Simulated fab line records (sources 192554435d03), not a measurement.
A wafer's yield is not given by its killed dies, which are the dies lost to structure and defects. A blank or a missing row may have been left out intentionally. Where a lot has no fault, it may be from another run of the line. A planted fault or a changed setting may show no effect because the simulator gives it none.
The tool behind it: which one?    flow n5Finfet    24 lots, 72 wafers sampled, at 6 steps of a route of 1938

## WHAT EACH GAUGE READ, for each wafer
Not one reading of a measure or inspect step in the record can be checked against a usual standard deviation.

## WHICH TOOL RAN EACH LOT (tool, then ch and the chambers of the sampled wafers, then the start)
lot   N5_BEOL_M0_HM_OPEN_105            N5_BEOL_M0_STRIP_140               N5_BEOL_M0_STRIP_104               N5_BEOL_M0_STRIP_142               N5_BEOL_M0_ANNEAL_117        N5_BEOL_M0_PRE_CLEAN_131
L074  rieMetal-02 ch 0,1, day 5 23:52   rieDiel-04 ch 0,1,2, day 6 00:05   rieDiel-04 ch 0,1,2, day 6 00:07   rieDiel-04 ch 0,2, day 6 00:18     pvdSputter-03, day 6 01:42   cvdCo-01 ch 0,2, day 6 02:49
L075  rieMetal-03 ch 0,1, day 6 03:38   rieDiel-04 ch 1,2, day 6 03:49     rieDiel-04 ch 1,2, day 6 03:50     rieDiel-04 ch 1,2,3, day 6 04:10   pvdSputter-02, day 6 07:19   cvdCo-01 ch 2, day 6 08:25
L076  rieMetal-01 ch 0, day 6 16:43     rieDiel-06 ch 0,1,2, day 6 16:58   rieDiel-06 ch 0,1,2, day 6 16:59   rieDiel-02 ch 2,3, day 6 17:13     pvdSputter-01, day 6 19:31   cvdCo-01 ch 0,2, day 6 20:45
L078  rieMetal-02 ch 0,1, day 6 21:46   rieDiel-02 ch 0,2,3, day 6 22:03   rieDiel-02 ch 0,2,3, day 6 22:04   rieDiel-04 ch 0,2,3, day 6 22:23   pvdSputter-03, day 6 23:50   cvdCo-02 ch 0,1, day 7 00:57
L077  rieMetal-02 ch 0, day 7 03:02     rieDiel-06 ch 0,1,2, day 7 03:20   rieDiel-06 ch 0,1,2, day 7 03:22   rieDiel-02 ch 0,2, day 7 04:05     pvdSputter-02, day 7 06:11   cvdCo-01 ch 1,2, day 7 07:17
L079  rieMetal-02 ch 0, day 7 03:36     rieDiel-06 ch 0,1, day 7 04:01     rieDiel-06 ch 0,1, day 7 04:02     rieDiel-06 ch 0,2, day 7 04:23     pvdSputter-02, day 7 06:37   cvdCo-01 ch 0,1,2, day 7 07:48
L080  rieMetal-01 ch 0,1, day 7 06:12   rieDiel-06 ch 0,1,2, day 7 06:37   rieDiel-06 ch 0,1,2, day 7 06:38   rieDiel-06 ch 0,1,2, day 7 07:23   pvdSputter-02, day 7 11:03   cvdCo-01 ch 0,1, day 7 12:10
L081  rieMetal-02 ch 0,1, day 7 11:08   rieDiel-04 ch 0,1,2, day 7 11:20   rieDiel-04 ch 0,1,2, day 7 11:21   rieDiel-02 ch 0,2,3, day 7 11:41   pvdSputter-01, day 7 15:40   cvdCo-01 ch 0,2, day 7 16:47
L082  rieMetal-01 ch 0,1, day 7 15:53   rieDiel-04 ch 0,2,3, day 7 16:07   rieDiel-04 ch 0,2,3, day 7 16:08   rieDiel-04 ch 0,1,2, day 7 17:13   pvdSputter-03, day 7 21:37   cvdCo-01 ch 0,2, day 7 22:44
L083  rieMetal-02 ch 1, day 8 03:12     rieDiel-04 ch 0,2,3, day 8 03:32   rieDiel-04 ch 0,2,3, day 8 03:33   rieDiel-02 ch 0,2, day 8 05:08     pvdSputter-03, day 8 07:13   cvdCo-02 ch 0,2, day 8 08:19
L084  rieMetal-03 ch 0, day 8 09:24     rieDiel-06 ch 0,2, day 8 09:54     rieDiel-06 ch 0,2, day 8 09:55     rieDiel-04 ch 2,3, day 8 10:32     pvdSputter-03, day 8 13:01   cvdCo-02 ch 0,2, day 8 14:08
L085  rieMetal-02 ch 0,1, day 8 18:58   rieDiel-06 ch 0,2, day 8 19:08     rieDiel-06 ch 0,2, day 8 19:10     rieDiel-04 ch 0,3, day 8 19:21     pvdSputter-02, day 8 21:15   cvdCo-02 ch 0,1,2, day 8 22:21
L086  rieMetal-02 ch 0, day 9 01:18     rieDiel-02 ch 0,1,2, day 9 01:28   rieDiel-02 ch 0,1,2, day 9 01:29   rieDiel-06 ch 0,1,3, day 9 01:41   pvdSputter-01, day 9 04:19   cvdCo-01 ch 0,1,2, day 9 05:28
L087  rieMetal-01 ch 0,1, day 9 03:51   rieDiel-02 ch 0,1, day 9 04:13     rieDiel-02 ch 0,1, day 9 04:14     rieDiel-04 ch 0,2, day 9 04:38     pvdSputter-02, day 9 07:21   cvdCo-02 ch 0,1,2, day 9 08:32
L088  rieMetal-03 ch 1, day 9 10:47     rieDiel-02 ch 0,1,2, day 9 11:17   rieDiel-02 ch 0,1,2, day 9 11:18   rieDiel-06 ch 2,3, day 9 11:35     pvdSputter-01, day 9 14:41   cvdCo-01 ch 0,2, day 9 15:48
L089  rieMetal-03 ch 1, day 9 11:27     rieDiel-02 ch 2,3, day 9 11:47     rieDiel-02 ch 2,3, day 9 11:48     rieDiel-02 ch 1,2,3, day 9 12:09   pvdSputter-03, day 9 15:04   cvdCo-01 ch 0,1,2, day 9 16:10
L091  rieMetal-01 ch 0,1, day 9 23:37   rieDiel-02 ch 0,1,3, day 9 23:47   rieDiel-02 ch 0,1,3, day 9 23:48   rieDiel-02 ch 0,1, day 9 23:59     pvdSputter-02, day 10 01:37  cvdCo-02 ch 1,2, day 10 03:17
L090  rieMetal-02 ch 0,1, day 9 23:40   rieDiel-04 ch 0,3, day 9 23:47     rieDiel-04 ch 0,3, day 9 23:48     rieDiel-06 ch 1,3, day 9 23:59     pvdSputter-03, day 10 03:17  cvdCo-02 ch 0,1,2, day 10 04:23
L093  rieMetal-01 ch 0,1, day 10 11:43  rieDiel-04 ch 2,3, day 10 11:53    rieDiel-04 ch 2,3, day 10 11:55    rieDiel-06 ch 0,3, day 10 12:11    pvdSputter-02, day 10 14:05  cvdCo-02 ch 0,2, day 10 15:28
L092  rieMetal-02 ch 0,1, day 10 12:47  rieDiel-04 ch 0,1,3, day 10 13:09  rieDiel-04 ch 0,1,3, day 10 13:10  rieDiel-06 ch 0,1,2, day 10 13:29  pvdSputter-03, day 10 18:19  cvdCo-01 ch 0,1,2, day 10 19:26
L094  rieMetal-01 ch 0,1, day 11 03:44  rieDiel-04 ch 2,3, day 11 04:01    rieDiel-04 ch 2,3, day 11 04:02    rieDiel-04 ch 0,2, day 11 04:24    pvdSputter-02, day 11 06:07  cvdCo-01 ch 0,1, day 11 07:27
L095  rieMetal-03 ch 0, day 11 03:53    rieDiel-02 ch 1,2, day 11 04:12    rieDiel-02 ch 1,2, day 11 04:13    rieDiel-04 ch 0,1,2, day 11 04:31  pvdSputter-03, day 11 06:09  cvdCo-02 ch 0,1,2, day 11 07:35
L097  rieMetal-01 ch 1, day 11 13:55    rieDiel-04 ch 0,2, day 11 14:18    rieDiel-04 ch 0,2, day 11 14:19    rieDiel-04 ch 0,2, day 11 14:40    pvdSputter-03, day 11 17:38  cvdCo-02 ch 0,1,2, day 11 18:44
L096  rieMetal-02 ch 0, day 11 14:19    rieDiel-04 ch 1,2, day 11 14:32    rieDiel-04 ch 1,2, day 11 14:34    rieDiel-04 ch 0,1,2, day 11 14:57  pvdSputter-03, day 11 18:04  cvdCo-01 ch 0,1,2, day 11 19:11
- N5_BEOL_M0_HM_OPEN_105: chemistry Cl2/BCl3, target TiN, target depth 12 nm.
- N5_BEOL_M0_STRIP_140: strips in CF4.
- N5_BEOL_M0_STRIP_104: strips in N2/H2.
- N5_BEOL_M0_STRIP_142: strips in N2/H2, time 10 s.
- N5_BEOL_M0_ANNEAL_117: time 60 s.
- N5_BEOL_M0_PRE_CLEAN_131: time 15 s.

## WHAT THE TOOLS THEMSELVES READ (means of the sampled wafers that have a number; where no wafer has one, the mark that the record gives instead)
N5_BEOL_M0_HM_OPEN_105. Usual: drypumpMotorCurrentA 5.7 A, standard deviation 0.38; oesProductAu 0.71 a.u., standard deviation 0.14; throttleValvePct 22.04 %, standard deviation 0.23.
lot   tool         drypumpMotorCurrentA (A)  oesProductAu (a.u.)  throttleValvePct (%)  flag
L074  rieMetal-02  5.8                       0.63                 22.20                 
L075  rieMetal-03  5.5                       0.70                 22.13                 
L076  rieMetal-01  6.2                       0.60                 21.84                 
L078  rieMetal-02  5.8                       0.60                 22.24                 
L077  rieMetal-02  5.8                       0.58                 22.29                 
L079  rieMetal-02  5.8                       0.59                 22.30                 
L080  rieMetal-01  5.4                       0.63                 21.96                 
L081  rieMetal-02  5.8                       0.60                 22.26                 
L082  rieMetal-01  5.4                       0.63                 21.97                 
L083  rieMetal-02  5.7                       0.64                 22.17                 
L084  rieMetal-03  5.9                       0.78                 22.10                 
L085  rieMetal-02  5.8                       0.75                 22.09                 
L086  rieMetal-02  5.8                       0.95                 21.96                 
L087  rieMetal-01  5.8                       0.89                 21.65                 
L088  rieMetal-03  5.3                       0.61                 22.21                 
L089  rieMetal-03  5.3                       0.62                 22.21                 
L091  rieMetal-01  5.4                       0.75                 21.84                 
L090  rieMetal-02  5.8                       0.83                 22.03                 
L093  rieMetal-01  5.4                       0.74                 21.85                 
L092  rieMetal-02  5.8                       0.82                 22.03                 
L094  rieMetal-01  5.4                       0.73                 21.86                 
L095  rieMetal-03  5.9                       0.77                 22.09                 
L097  rieMetal-01  5.0                       0.63                 22.06                 
L096  rieMetal-02  5.8                       0.90                 21.98                 

N5_BEOL_M0_STRIP_140. Usual: drypumpMotorCurrentA 5.9 A, standard deviation 0.41; oesProductAu 0.79 a.u., standard deviation 0.083; rfVppV 271.5 V, standard deviation 1.8; showerheadPlenumPTorr 1.81 Torr, standard deviation 0.064; throttleValvePct 13.51 %, standard deviation 0.22.
lot   tool        drypumpMotorCurrentA (A)  oesProductAu (a.u.)  rfVppV (V)  showerheadPlenumPTorr (Torr)  throttleValvePct (%)  flag
L074  rieDiel-04  5.9                       0.83                 273.9       1.86                          13.55                 
L075  rieDiel-04  5.9                       0.76                 271.5       1.84                          13.60                 
L076  rieDiel-06  5.7                       0.78                 270.5       1.78                          13.44                 
L078  rieDiel-02  6.2                       0.70                 270.3       1.76                          13.76                 
L077  rieDiel-06  5.7                       0.77                 269.9       1.78                          13.46                 
L079  rieDiel-06  6.1                       0.78                 270.9       1.80                          13.43                 
L080  rieDiel-06  5.7                       0.77                 270.3       1.78                          13.46                 
L081  rieDiel-04  5.9                       0.81                 272.9       1.86                          13.57                 
L082  rieDiel-04  5.9                       0.80                 272.1       1.83                          13.52                 
L083  rieDiel-04  5.9                       0.79                 272.4       1.83                          13.54                 
L084  rieDiel-06  5.4                       0.73                 271.3       1.79                          13.59                 
L085  rieDiel-06  5.4                       0.72                 270.8       1.79                          13.60                 
L086  rieDiel-02  6.0                       0.75                 271.2       1.77                          13.60                 
L087  rieDiel-02  6.1                       0.80                 270.2       1.78                          13.47                 
L088  rieDiel-02  6.0                       0.74                 270.3       1.77                          13.61                 
L089  rieDiel-02  6.2                       0.68                 269.9       1.77                          13.89                 
L091  rieDiel-02  6.3                       0.73                 270.7       1.76                          13.69                 
L090  rieDiel-04  5.9                       0.88                 273.4       1.89                          13.39                 
L093  rieDiel-04  5.9                       0.85                 274.7       1.90                          13.40                 
L092  rieDiel-04  5.8                       0.89                 271.3       1.86                          13.25                 
L094  rieDiel-04  5.9                       0.88                 273.3       1.91                          13.24                 
L095  rieDiel-02  6.0                       0.92                 271.9       1.79                          13.35                 
L097  rieDiel-04  5.9                       0.80                 272.9       1.88                          13.59                 
L096  rieDiel-04  5.8                       0.85                 272.6       1.83                          13.34                 

N5_BEOL_M0_STRIP_104. Usual: drypumpMotorCurrentA 5.9 A, standard deviation 0.41; oesProductAu 0.80 a.u., standard deviation 0.091; rfVppV 59.5 V, standard deviation 1.7; showerheadPlenumPTorr 2.56 Torr, standard deviation 0.1; tempC 40.01 C, standard deviation 0.12; throttleValvePct 23.6 %, standard deviation 0.39.
lot   tool        drypumpMotorCurrentA (A)  oesProductAu (a.u.)  rfVppV (V)  showerheadPlenumPTorr (Torr)  tempC (C)  throttleValvePct (%)  flag
L074  rieDiel-04  5.9                       0.85                 60.1        2.67                          40.08      23.8                  
L075  rieDiel-04  5.8                       0.77                 58.2        2.63                          39.85      23.6                  
L076  rieDiel-06  5.7                       0.77                 58.2        2.52                          39.97      23.7                  
L078  rieDiel-02  6.2                       0.71                 59.9        2.46                          40.05      23.5                  
L077  rieDiel-06  5.7                       0.77                 60.9        2.52                          40.11      23.7                  
L079  rieDiel-06  6.2                       0.78                 59.9        2.54                          39.82      23.6                  
L080  rieDiel-06  5.7                       0.77                 59.5        2.52                          40.07      23.7                  
L081  rieDiel-04  5.9                       0.82                 59.9        2.66                          40.01      23.8                  
L082  rieDiel-04  5.9                       0.80                 60.4        2.60                          40.03      23.7                  
L083  rieDiel-04  5.9                       0.81                 58.1        2.59                          39.88      23.7                  
L084  rieDiel-06  5.4                       0.73                 58.7        2.53                          40.05      24.0                  
L085  rieDiel-06  5.4                       0.73                 58.5        2.53                          40.11      24.0                  
L086  rieDiel-02  6.0                       0.74                 59.4        2.48                          39.99      23.3                  
L087  rieDiel-02  6.1                       0.80                 59.4        2.51                          40.05      23.4                  
L088  rieDiel-02  6.0                       0.75                 58.8        2.48                          40.07      23.3                  
L089  rieDiel-02  6.2                       0.69                 58.6        2.48                          40.06      23.5                  
L091  rieDiel-02  6.3                       0.74                 58.3        2.48                          40.06      23.6                  
L090  rieDiel-04  5.9                       0.91                 60.1        2.71                          40.11      23.7                  
L093  rieDiel-04  5.9                       0.86                 59.9        2.68                          39.99      23.4                  
L092  rieDiel-04  5.9                       0.93                 60.4        2.67                          40.02      23.4                  
L094  rieDiel-04  5.8                       0.90                 60.8        2.69                          40.10      23.1                  
L095  rieDiel-02  6.0                       0.94                 59.3        2.50                          39.95      23.2                  
L097  rieDiel-04  6.0                       0.81                 60.4        2.67                          40.00      23.9                  
L096  rieDiel-04  5.9                       0.87                 59.1        2.61                          39.94      23.4                  

N5_BEOL_M0_STRIP_142. Usual: drypumpMotorCurrentA 6.0 A, standard deviation 0.42; oesProductAu 0.78 a.u., standard deviation 0.083; rfVppV 59.3 V, standard deviation 0.82; showerheadPlenumPTorr 2.56 Torr, standard deviation 0.1; tempC 40.00 C, standard deviation 0.1; throttleValvePct 23.6 %, standard deviation 0.37.
lot   tool        drypumpMotorCurrentA (A)  oesProductAu (a.u.)  rfVppV (V)  showerheadPlenumPTorr (Torr)  tempC (C)  throttleValvePct (%)  flag
L074  rieDiel-04  5.9                       0.91                 59.2        2.71                          39.98      24.0                  
L075  rieDiel-04  5.8                       0.76                 59.2        2.57                          40.01      23.5                  
L076  rieDiel-02  6.2                       0.71                 59.3        2.48                          40.03      23.5                  
L078  rieDiel-04  5.9                       0.82                 59.1        2.60                          39.94      23.7                  
L077  rieDiel-02  5.8                       0.71                 59.1        2.46                          40.02      23.2                  
L079  rieDiel-06  5.4                       0.74                 58.0        2.54                          39.98      24.0                  
L080  rieDiel-06  5.7                       0.77                 59.1        2.52                          39.99      23.7                  
L081  rieDiel-02  6.1                       0.71                 58.7        2.46                          40.06      23.5                  
L082  rieDiel-04  5.9                       0.81                 59.8        2.66                          39.99      23.8                  
L083  rieDiel-02  5.8                       0.72                 58.2        2.43                          39.99      23.3                  
L084  rieDiel-04  5.9                       0.78                 60.4        2.58                          39.97      23.5                  
L085  rieDiel-04  5.8                       0.74                 58.8        2.50                          40.01      23.5                  
L086  rieDiel-06  6.2                       0.77                 59.2        2.56                          40.04      23.7                  
L087  rieDiel-04  5.9                       0.85                 59.8        2.69                          40.10      24.0                  
L088  rieDiel-06  5.9                       0.75                 59.5        2.61                          40.03      24.0                  
L089  rieDiel-02  6.4                       0.73                 59.2        2.51                          40.10      23.6                  
L091  rieDiel-02  6.1                       0.79                 59.5        2.51                          39.96      23.4                  
L090  rieDiel-06  6.0                       0.78                 58.6        2.52                          39.95      23.6                  
L093  rieDiel-06  6.4                       0.74                 59.7        2.58                          40.06      23.8                  
L092  rieDiel-06  5.7                       0.74                 58.5        2.50                          39.92      23.8                  
L094  rieDiel-04  5.9                       0.83                 60.1        2.69                          40.11      24.0                  
L095  rieDiel-04  5.9                       0.86                 58.6        2.65                          40.09      23.7                  
L097  rieDiel-04  6.0                       0.81                 60.0        2.67                          39.98      23.9                  
L096  rieDiel-04  5.9                       0.86                 59.4        2.65                          39.93      23.7                  

N5_BEOL_M0_ANNEAL_117. Usual: heaterPowerW reads 828 W (standard deviation 110).
lot   tool           heaterPowerW (W)  flag
L074  pvdSputter-03  771               
L075  pvdSputter-02  834               
L076  pvdSputter-01  820               
L078  pvdSputter-03  719               
L077  pvdSputter-02  851               
L079  pvdSputter-02  994               
L080  pvdSputter-02  873               
L081  pvdSputter-01  893               
L082  pvdSputter-03  793               
L083  pvdSputter-03  779               
L084  pvdSputter-03  789               
L085  pvdSputter-02  924               
L086  pvdSputter-01  832               
L087  pvdSputter-02  877               
L088  pvdSputter-01  823               
L089  pvdSputter-03  781               
L091  pvdSputter-02  862               
L090  pvdSputter-03  791               
L093  pvdSputter-02  918               
L092  pvdSputter-03  839               
L094  pvdSputter-02  842               
L095  pvdSputter-03  790               
L097  pvdSputter-03  804               
L096  pvdSputter-03  699               

N5_BEOL_M0_PRE_CLEAN_131. Usual: heaterPowerW reads 83 W (standard deviation 22).
lot   tool      heaterPowerW (W)  flag
L074  cvdCo-01  66                
L075  cvdCo-01  66                
L076  cvdCo-01  66                
L078  cvdCo-02  101               
L077  cvdCo-01  71                
L079  cvdCo-01  69                
L080  cvdCo-01  71                
L081  cvdCo-01  66                
L082  cvdCo-01  66                
L083  cvdCo-02  93                
L084  cvdCo-02  89                
L085  cvdCo-02  103               
L086  cvdCo-01  69                
L087  cvdCo-02  105               
L088  cvdCo-01  65                
L089  cvdCo-01  68                
L091  cvdCo-02  108               
L090  cvdCo-02  104               
L093  cvdCo-02  96                
L092  cvdCo-01  69                
L094  cvdCo-01  72                
L095  cvdCo-02  104               
L097  cvdCo-02  105               
L096  cvdCo-01  68                

## THE ANSWER, worked out from the rows above alone
Rule: a lot is off if the mean of its wafers that have a number lies more than 3 standard deviations from the usual mean. Also off: a lot with no number at a reading for which 4 or more lots have one. All remaining lots with rows at the step are treated as sound. The gauges are gone through in route order, then the tools' own readings, and for those a lot's mean is taken as printed above. At the first step where some lot is off, the reading lying furthest off is the one used; lots without a number count as furthest.
Across all readings shown, no lot is off: no conclusion can be drawn from this.

## WHAT THE SIMULATOR HAD INSERTED
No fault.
